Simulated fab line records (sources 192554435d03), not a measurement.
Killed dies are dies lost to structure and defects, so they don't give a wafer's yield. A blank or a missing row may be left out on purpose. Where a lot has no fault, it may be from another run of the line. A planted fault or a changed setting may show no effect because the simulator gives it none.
Which tool is to blame? | flow n5_finfet | Sampling: 13 lots, 37 wafers, 8 of 1938 route steps

## WHAT THE GAUGES SHOWED, per wafer
N5_BEOL_M9_OCD_MEAS_38. Usual: trench_depth_nm at 149.9 nm, with a standard deviation of 2.5.
lot  | measured     | on     | trench_depth_nm (nm) | flag
L437 | day 9 14:29  | ocd-01 | 145.9 149.4 151.2    |
L439 | day 10 01:48 | ocd-02 | 147.0 147.6 151.8    |
L443 | day 11 05:08 | ocd-01 | 147.3 151.8 152.7    |
L444 | day 11 15:59 | ocd-02 | 151.2 154.7 146.9    |
L446 | day 12 04:27 | ocd-02 | 149.0 151.9 147.1    |
L445 | day 12 04:13 | ocd-02 | 146.4 151.8 146.8    |
L447 | day 12 21:19 | ocd-02 | 151.8 152.7          |
L450 | day 12 23:44 | ocd-02 | 150.7 151.2          |
L448 | day 13 02:31 | ocd-01 | 151.9 152.9 150.1    |
L452 | day 14 01:14 | ocd-01 | 153.8 150.7 149.3    |
L453 | day 14 01:24 | ocd-01 | 108.6 103.2 105.8    | OFF
L454 | day 14 01:50 | ocd-02 | 106.8 103.2 105.1    | OFF
L457 | day 15 07:44 | ocd-01 | 103.3 107.3 102.7    | OFF

N5_BEOL_M9_THK_MEAS_53: measures by xrf. Usual: M9_THK gives 137.4 nm (standard deviation 2.8).
lot  | measured     | on            | M9_THK (nm)       | flag
L437 | day 9 17:18  | film_metro-02 | 134.8 135.8 140.1 |
L439 | day 10 06:36 | film_metro-02 | 136.9 137.6 141.2 |
L443 | day 11 07:50 | film_metro-01 | 136.1 141.3 142.5 |
L444 | day 11 18:24 | film_metro-01 | 137.4 140.6 132.6 |
L446 | day 12 06:54 | film_metro-01 | 134.8 139.4 134.4 |
L445 | day 12 06:44 | film_metro-01 | 132.5 137.7 133.9 |
L447 | day 12 23:19 | film_metro-01 | 137.2 138.5       |
L450 | day 13 03:08 | film_metro-01 | 138.2 139.2       |
L448 | day 13 05:19 | film_metro-02 | 141.6 140.5 137.6 |
L452 | day 14 03:31 | film_metro-01 | 139.8 136.5 134.0 |
L453 | day 14 03:47 | film_metro-02 | 95.7 88.2 94.5    | OFF
L454 | day 14 04:46 | film_metro-02 | 92.4 89.0 93.4    | OFF
L457 | day 15 09:56 | film_metro-02 | 89.4 94.2 89.3    | OFF

N5_BEOL_M9_RS_MEAS_57: uses a four-point probe to measure. Usual: M9_RS gives 0.153 ohm/sq (standard deviation 0.0033).
lot  | measured     | on            | M9_RS (ohm/sq)    | flag
L437 | day 9 17:26  | film_metro-02 | 0.157 0.156 0.151 |
L439 | day 10 06:44 | film_metro-02 | 0.156 0.156 0.150 |
L443 | day 11 07:58 | film_metro-01 | 0.155 0.149 0.147 |
L444 | day 11 18:32 | film_metro-01 | 0.154 0.150 0.160 |
L446 | day 12 07:02 | film_metro-02 | 0.155 0.150 0.156 |
L445 | day 12 06:52 | film_metro-02 | 0.159 0.153 0.158 |
L447 | day 12 23:27 | film_metro-01 | 0.152 0.151       |
L450 | day 13 03:17 | film_metro-02 | 0.152 0.150       |
L448 | day 13 05:27 | film_metro-02 | 0.150 0.151 0.155 |
L452 | day 14 03:40 | film_metro-01 | 0.148 0.152 0.154 |
L453 | day 14 03:55 | film_metro-02 | 0.232 0.254 0.236 | OFF
L454 | day 14 04:54 | film_metro-02 | 0.242 0.251 0.239 | OFF
L457 | day 15 10:04 | film_metro-02 | 0.251 0.236 0.250 | OFF

N5_BEOL_M15_RC_MEAS_101. Usual: COMB_M10 1.5e-11 S/m, standard deviation 3.2e-12; COMB_M11 1.5e-11 S/m, standard deviation 3.4e-12; COMB_M12 6.7e-12 S/m, standard deviation 1.7e-12; COMB_M13 5e-12 S/m, standard deviation 1.7e-12; COMB_M14 3.6e-12 S/m, standard deviation 1.5e-12; COMB_M15 2.7e-12 S/m, standard deviation 1.2e-12; COMB_M5 3.6e-11 S/m, standard deviation 7.4e-12; COMB_M6 2.6e-11 S/m, standard deviation 5.6e-12; COMB_M7 2.6e-11 S/m, standard deviation 5.3e-12; COMB_M8 2.7e-11 S/m, standard deviation 4.8e-12; SERP_M10 3.07 ohm/um, standard deviation 0.086; SERP_M10_max_site 3.18 ohm/um, standard deviation 0.11; SERP_M11 3.12 ohm/um, standard deviation 0.089; SERP_M12 0.639 ohm/um, standard deviation 0.018; SERP_M13 0.311 ohm/um, standard deviation 0.0074; SERP_M14 0.161 ohm/um, standard deviation 0.0042; SERP_M5 39.3 ohm/um, standard deviation 1.6; SERP_M6 13.8 ohm/um, standard deviation 0.53; SERP_M7 14.0 ohm/um, standard deviation 0.6; SERP_M8 13.8 ohm/um, standard deviation 0.55; SERP_M9 3.11 ohm/um, standard deviation 0.072; SERP_M9_max_site 3.22 ohm/um, standard deviation 0.091.
lot  | measured     | on        | COMB_M10 (S/m)          | COMB_M11 (S/m)          | COMB_M12 (S/m)          | COMB_M13 (S/m)          | COMB_M14 (S/m)          | COMB_M15 (S/m)          | COMB_M5 (S/m)           | COMB_M6 (S/m)           | COMB_M7 (S/m)           | COMB_M8 (S/m)           | SERP_M10 (ohm/um) | SERP_M10_max_site (ohm/um) | SERP_M11 (ohm/um) | SERP_M12 (ohm/um) | SERP_M13 (ohm/um) | SERP_M14 (ohm/um) | SERP_M5 (ohm/um) | SERP_M6 (ohm/um) | SERP_M7 (ohm/um) | SERP_M8 (ohm/um) | SERP_M9 (ohm/um) | SERP_M9_max_site (ohm/um) | flag
L437 | day 11 17:28 | prober-02 | 1.5e-11 1.4e-11 1.5e-11 | 1.5e-11 1.6e-11 2.1e-11 | 5.5e-12 7e-12 6.9e-12   | 2.8e-12 2e-12 3e-12     | 2.5e-12 2.2e-12 1.6e-12 | 1.4e-12 2.1e-12 1.2e-12 | 2.8e-11 3.6e-11 3.2e-11 | 2.6e-11 3.2e-11 2.4e-11 | 2e-11 2e-11 2.4e-11     | 2.4e-11 2.3e-11 3.3e-11 | 3.09 3.00 3.08    | 3.16 3.15 3.11             | 3.01 3.07 3.13    | 0.699 0.651 0.646 | 0.325 0.303 0.305 | 0.162 0.154 0.161 | 39.9 39.6 41.0   | 13.9 13.3 14.2   | 13.4 14.1 14.0   | 14.8 13.6 14.1   | 3.19 3.18 3.08   | 3.25 3.25 3.13            |
L439 | day 11 22:29 | prober-02 | 1.9e-11 1.2e-11 1.9e-11 | 1.5e-11 1.5e-11 2.1e-11 | 5.1e-12 4e-12 4.4e-12   | 2.9e-12 2e-12 2.2e-12   | 2.2e-12 2e-12 2.2e-12   | 2.6e-12 6e-13 1.1e-12   | 3.4e-11 3.1e-11 3.5e-11 | 2.2e-11 2e-11 2.2e-11   | 2.1e-11 3.2e-11 2.5e-11 | 2.8e-11 3.3e-11 3.1e-11 | 2.94 3.04 2.89    | 2.98 3.15 2.95             | 3.09 3.20 3.11    | 0.637 0.622 0.627 | 0.305 0.312 0.308 | 0.164 0.159 0.163 | 41.5 41.1 41.1   | 14.0 13.8 14.2   | 15.5 14.5 14.4   | 13.3 13.5 13.3   | 3.12 3.12 3.09   | 3.28 3.18 3.19            |
L443 | day 13 01:40 | prober-01 | 1.5e-11 1.4e-11 1.6e-11 | 2.1e-11 1.7e-11 2.1e-11 | 5.8e-12 6.6e-12 8.4e-12 | 5e-12 5e-12 7.5e-12     | 4.4e-12 6.1e-12 4.4e-12 | 4.2e-12 4.1e-12 3.5e-12 | 3.4e-11 3.6e-11 3.3e-11 | 1.7e-11 2.1e-11 2.3e-11 | 3.1e-11 3.2e-11 3.6e-11 | 2.8e-11 2.8e-11 3.5e-11 | 2.91 3.07 2.94    | 3.03 3.16 3.06             | 3.09 3.16 3.21    | 0.660 0.654 0.646 | 0.323 0.312 0.317 | 0.161 0.163 0.165 | 38.5 39.1 39.0   | 12.8 13.7 12.8   | 13.9 14.1 13.1   | 13.7 14.4 13.8   | 3.07 3.06 2.97   | 3.32 3.11 3.09            |
L444 | day 13 07:28 | prober-01 | 1.2e-11 1.7e-11 1.8e-11 | 1.4e-11 1.4e-11 1.4e-11 | 9.2e-12 6.7e-12 9.4e-12 | 5.6e-12 8.3e-12 6e-12   | 4.1e-12 4.9e-12 5.1e-12 | 4.2e-12 4.5e-12 3.6e-12 | 3.5e-11 3.3e-11 3.4e-11 | 3e-11 3.3e-11 3.2e-11   | 3.9e-11 2.3e-11 2.2e-11 | 1.9e-11 2.4e-11 2.5e-11 | 3.13 3.07 3.28    | 3.23 3.19 3.40             | 3.05 3.21 3.23    | 0.654 0.622 0.633 | 0.313 0.311 0.308 | 0.163 0.164 0.161 | 37.4 39.4 39.7   | 13.3 13.8 12.4   | 13.5 14.9 14.4   | 13.4 13.4 13.4   | 3.08 3.08 3.20   | 3.30 3.21 3.37            |
L446 | day 14 03:19 | prober-01 | 2.4e-11 2.7e-11 1.7e-11 | 1.6e-11 2.2e-11 1.6e-11 | 6.9e-12 6.7e-12 7.3e-12 | 5.4e-12 4.9e-12 5.6e-12 | 4.8e-12 5e-12 5.4e-12   | 4.4e-12 3.5e-12 3.9e-12 | 4.4e-11 4.1e-11 3.6e-11 | 2.3e-11 1.9e-11 3.7e-11 | 3.1e-11 2.6e-11 2e-11   | 3.4e-11 2.1e-11 2.8e-11 | 3.02 3.05 3.02    | 3.17 3.09 3.07             | 3.28 3.28 3.18    | 0.648 0.631 0.640 | 0.318 0.306 0.316 | 0.167 0.160 0.159 | 39.9 38.0 40.0   | 13.0 13.1 13.8   | 14.6 13.0 14.5   | 13.0 13.0 13.2   | 3.21 3.09 3.09   | 3.25 3.13 3.16            |
L445 | day 14 06:22 | prober-01 | 1.4e-11 1.5e-11 1.6e-11 | 1.7e-11 1e-11 1.9e-11   | 9.3e-12 8.9e-12 7.1e-12 | 6.3e-12 4.8e-12 6.4e-12 | 5.2e-12 4.5e-12 3.9e-12 | 3.3e-12 3.4e-12 3e-12   | 3.7e-11 4.1e-11 4.2e-11 | 3.3e-11 2.1e-11 2.7e-11 | 1.7e-11 2.5e-11 1.8e-11 | 2.2e-11 2.9e-11 2.9e-11 | 2.94 3.03 3.06    | 3.03 3.12 3.11             | 3.15 3.10 3.11    | 0.656 0.663 0.642 | 0.325 0.307 0.302 | 0.162 0.152 0.152 | 39.4 42.2 42.2   | 13.3 14.4 14.7   | 13.7 14.7 14.5   | 13.2 13.4 12.8   | 3.14 3.07 3.16   | 3.26 3.18 3.25            |
L447 | day 14 20:21 | prober-02 | 1.3e-11 7e-12           | 1.5e-11 1.7e-11         | 4.1e-12 5.8e-12         | 4.3e-12 3.2e-12         | 1.4e-12 2.1e-12         | 2.2e-12 1.7e-12         | 2.4e-11 4.6e-11         | 2.3e-11 1.8e-11         | 1.9e-11 3.1e-11         | 2.7e-11 3.6e-11         | 2.86 2.88         | 2.94 2.95                  | 3.19 3.25         | 0.605 0.611       | 0.319 0.299       | 0.159 0.164       | 40.3 41.2        | 13.5 13.6        | 14.4 13.9        | 13.4 14.0        | 3.15 3.13        | 3.19 3.22                 |
L450 | day 15 02:13 | prober-02 | 1.5e-11 2e-11           | 1.6e-11 1.9e-11         | 7.2e-12 6.3e-12         | 4e-12 2.6e-12           | 2.8e-12 3.7e-12         | 1.6e-12 1.5e-12         | 2.4e-11 2.6e-11         | 3.2e-11 2.1e-11         | 2.3e-11 2.2e-11         | 2.4e-11 3e-11           | 3.16 3.01         | 3.30 3.03                  | 3.18 3.09         | 0.617 0.635       | 0.322 0.303       | 0.164 0.165       | 39.0 36.8        | 13.0 14.2        | 13.5 14.1        | 13.1 13.4        | 3.12 3.05        | 3.18 3.16                 |
L448 | day 15 02:28 | prober-01 | 1.5e-11 1.9e-11 1.5e-11 | 1.4e-11 1.1e-11 1.6e-11 | 9.8e-12 1.02e-11 8e-12  | 7.3e-12 5.9e-12 4.9e-12 | 3.7e-12 4.6e-12 6.9e-12 | 3.8e-12 4.5e-12 4.3e-12 | 3.4e-11 4e-11 3.2e-11   | 3.1e-11 1.7e-11 2.6e-11 | 2.5e-11 2.8e-11 3.1e-11 | 2.2e-11 3.7e-11 2.5e-11 | 3.16 3.12 3.09    | 3.27 3.15 3.31             | 3.10 3.26 3.08    | 0.620 0.620 0.644 | 0.297 0.313 0.312 | 0.161 0.153 0.161 | 39.2 40.3 39.2   | 15.0 13.8 13.4   | 13.7 13.5 13.5   | 14.4 13.3 14.3   | 3.05 3.11 3.14   | 3.17 3.26 3.24            |
L452 | day 16 11:29 | prober-02 | 1.9e-11 2e-11 1.7e-11   | 1.6e-11 1.5e-11 1e-11   | 4.1e-12 6.1e-12 5e-12   | 3.7e-12 2.2e-12 3.2e-12 | 1.7e-12 2.6e-12 2.2e-12 | 1.3e-12 2.4e-12 1.7e-12 | 3.3e-11 3.5e-11 3.3e-11 | 2.6e-11 2.1e-11 1.9e-11 | 2.2e-11 2.1e-11 2.7e-11 | 2.7e-11 2.9e-11 1.6e-11 | 3.12 3.06 3.16    | 3.44 3.11 3.38             | 3.12 2.99 2.98    | 0.633 0.662 0.626 | 0.304 0.310 0.318 | 0.168 0.166 0.170 | 39.3 39.4 38.1   | 13.7 13.5 13.9   | 15.0 14.6 14.6   | 14.0 14.0 14.0   | 3.01 3.05 3.10   | 3.09 3.13 3.15            |
L453 | day 16 00:41 | prober-01 | 1.3e-11 1.6e-11 1.8e-11 | 1.9e-11 1.1e-11 1.6e-11 | 1.06e-11 8e-12 7.9e-12  | 6.3e-12 6e-12 4.7e-12   | 4.4e-12 5.6e-12 5.2e-12 | 4.2e-12 2.7e-12 3.5e-12 | 4e-11 4.5e-11 3.3e-11   | 3.2e-11 2.9e-11 2.6e-11 | 3.2e-11 2.5e-11 2.7e-11 | 2.9e-11 1.8e-11 2.7e-11 | 3.02 3.12 3.03    | 3.06 3.17 3.06             | 3.03 2.86 3.04    | 0.628 0.629 0.616 | 0.314 0.317 0.313 | 0.163 0.158 0.158 | 38.1 41.8 39.3   | 13.5 13.5 13.9   | 14.1 12.9 13.6   | 13.4 14.0 13.8   | 4.69 5.05 4.76   | 4.86 5.19 4.85            | OFF
L454 | day 16 01:09 | prober-02 | 1.2e-11 1.2e-11 2.4e-11 | 1.9e-11 1.2e-11 1.2e-11 | 7e-12 5.1e-12 5.1e-12   | 4.1e-12 2.9e-12 3.8e-12 | 2.2e-12 2.9e-12 2.8e-12 | 1.6e-12 2e-12 1.3e-12   | 4.3e-11 5.2e-11 3.7e-11 | 2.2e-11 2.1e-11 2.8e-11 | 2.2e-11 2.4e-11 3e-11   | 3e-11 3.1e-11 2.8e-11   | 2.97 3.12 3.16    | 3.12 3.18 3.24             | 3.08 3.09 3.15    | 0.633 0.649 0.655 | 0.300 0.299 0.301 | 0.162 0.161 0.158 | 40.2 41.5 40.1   | 14.1 12.9 14.0   | 13.8 13.7 13.4   | 14.1 13.9 13.7   | 4.83 4.88 4.72   | 4.99 5.40 4.98            | OFF
L457 | day 17 07:55 | prober-01 | 1.5e-11 2e-11 1.3e-11   | 1.4e-11 1.8e-11 1.5e-11 | 5.9e-12 8.2e-12 8.3e-12 | 7e-12 6.8e-12 7.2e-12   | 4.3e-12 5.4e-12 8.3e-12 | 3.6e-12 3.8e-12 4.1e-12 | 3.3e-11 4.3e-11 3.8e-11 | 2.1e-11 3.6e-11 2.2e-11 | 2.3e-11 2.9e-11 2.6e-11 | 2.3e-11 2.9e-11 3.5e-11 | 2.98 3.03 3.09    | 3.11 3.11 3.18             | 3.11 3.14 2.94    | 0.636 0.613 0.627 | 0.318 0.309 0.309 | 0.153 0.153 0.154 | 43.3 39.6 42.3   | 13.8 13.7 13.5   | 14.9 14.1 13.6   | 14.0 14.5 14.1   | 5.13 4.90 4.95   | 5.45 4.97 5.47            | OFF

## TOOL THAT RAN EACH LOT (tool first, then ch and the chambers of the sampled wafers, then the start)
lot  | N5_BEOL_M9_DESCUM_16               | N5_BEOL_M9_HM_OPEN_17             | N5_BEOL_M9_TRENCH_ETCH_37          | N5_BEOL_M9_STRIP_80
L437 | rie_diel-02 ch 0,2,3, day 9 11:58  | rie_metal-03 ch 0,1, day 9 12:14  | rie_diel-01 ch 0,2,3, day 9 14:19  | rie_diel-01 ch 0,2,3, day 9 14:29 or earlier
L439 | rie_diel-05 ch 1,2,3, day 10 00:13 | rie_metal-02 ch 0,1, day 10 00:29 | rie_diel-05 ch 1,2,3, day 10 01:38 | rie_diel-05 ch 1,2,3, day 10 01:48 or earlier
L443 | rie_diel-05 ch 0,2,3, day 11 00:04 | rie_metal-03 ch 1, day 11 00:22   | rie_diel-05 ch 0,2,3, day 11 04:58 | rie_diel-05 ch 0,2,3, day 11 05:08 or earlier
L444 | rie_diel-05 ch 0,1,2, day 11 12:35 | rie_metal-03 ch 0,1, day 11 12:51 | rie_diel-02 ch 0,2,3, day 11 15:49 | rie_diel-02 ch 0,2,3, day 11 15:59 or earlier
L446 | rie_diel-02 ch 0,1,3, day 12 00:44 | rie_metal-02 ch 0,1, day 12 01:00 | rie_diel-01 ch 0,2,3, day 12 04:17 | rie_diel-01 ch 0,2,3, day 12 04:27 or earlier
L445 | rie_diel-02 ch 2,3, day 12 01:04   | rie_metal-02 ch 0,1, day 12 01:20 | rie_diel-05 ch 1,2,3, day 12 04:03 | rie_diel-05 ch 1,2,3, day 12 04:13 or earlier
L447 | rie_diel-05 ch 2,3, day 12 18:14   | rie_metal-03 ch 0,1, day 12 18:32 | rie_diel-01 ch 1,3, day 12 21:09   | rie_diel-01 ch 1,3, day 12 21:19 or earlier
L450 | rie_diel-01 ch 1,3, day 12 22:13   | rie_metal-02 ch 1, day 12 22:29   | rie_diel-05 ch 0,3, day 12 23:34   | rie_diel-05 ch 0,3, day 12 23:44 or earlier
L448 | rie_diel-05 ch 2,3, day 13 00:34   | rie_metal-02 ch 0,1, day 13 00:50 | rie_diel-01 ch 0,1,3, day 13 02:20 | rie_diel-01 ch 0,1,3, day 13 02:31 or earlier
L452 | rie_diel-02 ch 0,2,3, day 13 20:11 | rie_metal-01 ch 0,1, day 13 20:28 | rie_diel-01 ch 0,2,3, day 14 01:04 | rie_diel-01 ch 0,2,3, day 14 01:14 or earlier
L453 | rie_diel-01 ch 0,1,2, day 13 20:38 | rie_metal-03 ch 0,1, day 13 20:55 | rie_diel-02 ch 0,1,3, day 14 01:14 | rie_diel-02 ch 0,1,3, day 14 01:24 or earlier
L454 | rie_diel-02 ch 2,3, day 13 21:28   | rie_metal-03 ch 0,1, day 13 21:44 | rie_diel-02 ch 0,2,3, day 14 01:39 | rie_diel-02 ch 0,2,3, day 14 01:50 or earlier
L457 | rie_diel-05 ch 0,1,2, day 15 04:56 | rie_metal-01 ch 0,1, day 15 05:13 | rie_diel-05 ch 1,3, day 15 07:34   | rie_diel-05 ch 1,3, day 15 07:44 or earlier
- N5_BEOL_M9_DESCUM_16: chemistry O2, time 7.9 s.
- N5_BEOL_M9_HM_OPEN_17: chemistry Cl2/BCl3, target TiN, target depth 20 nm, overetch 6 nm.
- N5_BEOL_M9_TRENCH_ETCH_37: etches SiCOH lowk in C4F6/O2, target depth 151.43 nm, time 49 s.
- N5_BEOL_M9_STRIP_80: strips in N2/H2, time 10 s.

## AS READ BY THE TOOLS THEMSELVES (means over the sampled wafers that have a number; for cases with no such wafer, the mark the record gives instead)
N5_BEOL_M9_DESCUM_16. Usual: drypump_motor_current_A 5.8 A, standard deviation 0.36; oes_product_au 0.74 a.u., standard deviation 0.07; rf_vpp_V 243.2 V, standard deviation 1.4; showerhead_plenum_p_Torr 2.10 Torr, standard deviation 0.071; throttle_valve_pct 20.50 %, standard deviation 0.2.
lot  | tool        | drypump_motor_current_A (A) | oes_product_au (a.u.) | rf_vpp_V (V) | showerhead_plenum_p_Torr (Torr) | throttle_valve_pct (%) | flag
L437 | rie_diel-02 | 5.6                         | 0.72                  | 242.2        | 2.05                            | 20.36                  |
L439 | rie_diel-05 | 5.6                         | 0.71                  | 242.6        | 2.10                            | 20.62                  |
L443 | rie_diel-05 | 5.7                         | 0.74                  | 243.6        | 2.16                            | 20.46                  |
L444 | rie_diel-05 | 5.7                         | 0.74                  | 244.1        | 2.11                            | 20.57                  |
L446 | rie_diel-02 | 5.9                         | 0.70                  | 242.8        | 2.08                            | 20.47                  |
L445 | rie_diel-02 | 5.6                         | 0.69                  | 241.1        | 2.01                            | 20.46                  |
L447 | rie_diel-05 | 5.7                         | 0.69                  | 243.6        | 2.15                            | 20.50                  |
L450 | rie_diel-01 | 5.8                         | 0.78                  | 242.6        | 2.06                            | 20.46                  |
L448 | rie_diel-05 | 5.6                         | 0.69                  | 244.1        | 2.15                            | 20.54                  |
L452 | rie_diel-02 | 5.5                         | 0.70                  | 243.0        | 2.04                            | 20.40                  |
L453 | rie_diel-01 | 6.2                         | 0.76                  | 242.8        | 2.09                            | 20.57                  |
L454 | rie_diel-02 | 5.6                         | 0.68                  | 241.6        | 2.00                            | 20.47                  |
L457 | rie_diel-05 | 5.7                         | 0.81                  | 243.1        | 2.10                            | 20.48                  |

N5_BEOL_M9_HM_OPEN_17. Usual: drypump_motor_current_A 6.0 A, standard deviation 0.4; oes_product_au 0.66 a.u., standard deviation 0.083; throttle_valve_pct 22.15 %, standard deviation 0.18.
lot  | tool         | drypump_motor_current_A (A) | oes_product_au (a.u.) | throttle_valve_pct (%) | flag
L437 | rie_metal-03 | 5.6                         | 0.58                  | 22.26                  |
L439 | rie_metal-02 | 6.3                         | 0.70                  | 22.18                  |
L443 | rie_metal-03 | 5.5                         | 0.61                  | 22.22                  |
L444 | rie_metal-03 | 5.6                         | 0.77                  | 22.01                  |
L446 | rie_metal-02 | 6.4                         | 0.63                  | 22.19                  |
L445 | rie_metal-02 | 6.4                         | 0.68                  | 22.19                  |
L447 | rie_metal-03 | 5.6                         | 0.70                  | 22.07                  |
L450 | rie_metal-02 | 6.5                         | 0.59                  | 22.15                  |
L448 | rie_metal-02 | 6.3                         | 0.67                  | 22.21                  |
L452 | rie_metal-01 | 5.8                         | 0.71                  | 21.95                  |
L453 | rie_metal-03 | 5.6                         | 0.67                  | 22.11                  |
L454 | rie_metal-03 | 5.6                         | 0.73                  | 22.01                  |
L457 | rie_metal-01 | 5.8                         | 0.70                  | 21.96                  |

N5_BEOL_M9_TRENCH_ETCH_37. Usual: drypump_motor_current_A 5.7 A, standard deviation 0.43; oes_o_777_au 0.73 a.u., standard deviation 0.057; oes_product_au 0.73 a.u., standard deviation 0.063; rf_vpp_V 669 V, standard deviation 13; run_length_s 72.3 s, standard deviation 0.41; showerhead_plenum_p_Torr 2.84 Torr, standard deviation 0.1; throttle_valve_pct 21.02 %, standard deviation 0.2.
lot  | tool        | drypump_motor_current_A (A) | oes_o_777_au (a.u.) | oes_product_au (a.u.) | rf_vpp_V (V) | run_length_s (s) | showerhead_plenum_p_Torr (Torr) | throttle_valve_pct (%) | flag
L437 | rie_diel-01 | 5.7                         | 0.74                | 0.73                  | 673          | 72.5             | 2.80                            | 21.08                  |
L439 | rie_diel-05 | 5.6                         | 0.71                | 0.70                  | 665          | 72.5             | 2.87                            | 21.16                  |
L443 | rie_diel-05 | 5.7                         | 0.74                | 0.74                  | 672          | 72.0             | 2.95                            | 21.04                  |
L444 | rie_diel-02 | 5.6                         | 0.72                | 0.71                  | 664          | 72.3             | 2.78                            | 20.86                  |
L446 | rie_diel-01 | 5.7                         | 0.73                | 0.72                  | 673          | 72.4             | 2.79                            | 21.10                  |
L445 | rie_diel-05 | 5.6                         | 0.69                | 0.69                  | 665          | 72.3             | 2.87                            | 21.18                  |
L447 | rie_diel-01 | 5.8                         | 0.77                | 0.77                  | 664          | 72.2             | 2.79                            | 20.88                  |
L450 | rie_diel-05 | 5.8                         | 0.74                | 0.74                  | 684          | 72.1             | 2.96                            | 21.05                  |
L448 | rie_diel-01 | 5.8                         | 0.77                | 0.76                  | 662          | 72.2             | 2.76                            | 20.96                  |
L452 | rie_diel-01 | 5.7                         | 0.72                | 0.71                  | 674          | 72.4             | 2.79                            | 21.13                  |
L453 | rie_diel-02 | 5.9                         | 0.71                | 0.70                  | 664          | 61.0             | 2.81                            | 20.96                  | OFF
L454 | rie_diel-02 | 5.5                         | 0.70                | 0.69                  | 664          | 60.5             | 2.77                            | 20.90                  | OFF
L457 | rie_diel-05 | 5.7                         | 0.75                | 0.76                  | 674          | 60.8             | 2.79                            | 21.25                  | OFF

N5_BEOL_M9_STRIP_80. Usual: drypump_motor_current_A 5.7 A, standard deviation 0.43; oes_product_au 0.73 a.u., standard deviation 0.065; rf_vpp_V 59.0 V, standard deviation 0.81; showerhead_plenum_p_Torr 2.52 Torr, standard deviation 0.092; throttle_valve_pct 23.71 %, standard deviation 0.28.
lot  | tool        | drypump_motor_current_A (A) | oes_product_au (a.u.) | rf_vpp_V (V) | showerhead_plenum_p_Torr (Torr) | throttle_valve_pct (%) | flag
L437 | rie_diel-01 | 5.7                         | 0.73                  | 58.6         | 2.49                            | 23.76                  |
L439 | rie_diel-05 | 5.6                         | 0.71                  | 58.7         | 2.55                            | 23.83                  |
L443 | rie_diel-05 | 5.7                         | 0.74                  | 58.2         | 2.63                            | 23.59                  |
L444 | rie_diel-02 | 5.6                         | 0.71                  | 59.3         | 2.48                            | 23.66                  |
L446 | rie_diel-01 | 5.7                         | 0.71                  | 58.8         | 2.48                            | 23.78                  |
L445 | rie_diel-05 | 5.6                         | 0.70                  | 59.3         | 2.54                            | 23.85                  |
L447 | rie_diel-01 | 5.8                         | 0.79                  | 58.6         | 2.50                            | 23.91                  |
L450 | rie_diel-05 | 5.8                         | 0.76                  | 59.1         | 2.63                            | 23.66                  |
L448 | rie_diel-01 | 5.8                         | 0.77                  | 59.0         | 2.47                            | 23.85                  |
L452 | rie_diel-01 | 5.7                         | 0.71                  | 59.2         | 2.48                            | 23.81                  |
L453 | rie_diel-02 | 5.9                         | 0.69                  | 58.1         | 2.50                            | 23.57                  |
L454 | rie_diel-02 | 5.5                         | 0.70                  | 58.8         | 2.47                            | 23.69                  |
L457 | rie_diel-05 | 5.7                         | 0.76                  | 58.1         | 2.47                            | 24.03                  |

## THE ANSWER, worked out from the rows above alone
Rule: a lot is off if the mean of its wafers that have a number lies more than 3 standard deviations from the usual mean. A lot without any number at a reading at which 4 lots or more have one is off too. Where the step has rows for the other lots, those lots are counted as sound. Order of review: gauges by route order, followed by the tools' own readings, for which a lot's mean as printed above is used. The first step at which some lot is off is used, and at that step the reading that is off furthest; a lot without a number counts as furthest.
Off: L453, L454, L457, at N5_BEOL_M9_OCD_MEAS_38 (trench_depth_nm).
A tool fits if, at a process step before that reading, it ran every lot that is off, and no sound lot after the first of them. Not tried: the gauges at N5_BEOL_M9_OCD_MEAS_38; whatever is off there is also off at N5_BEOL_M9_THK_MEAS_53, on other tools, and gauge error can't account for it. N5_BEOL_M9_STRIP_80 gives no start for some lots, so the hours and the order of its lots are those of N5_BEOL_M9_OCD_MEAS_38. None of those tried fits.

## WHAT HAD BEEN PUT IN BY THE SIMULATOR
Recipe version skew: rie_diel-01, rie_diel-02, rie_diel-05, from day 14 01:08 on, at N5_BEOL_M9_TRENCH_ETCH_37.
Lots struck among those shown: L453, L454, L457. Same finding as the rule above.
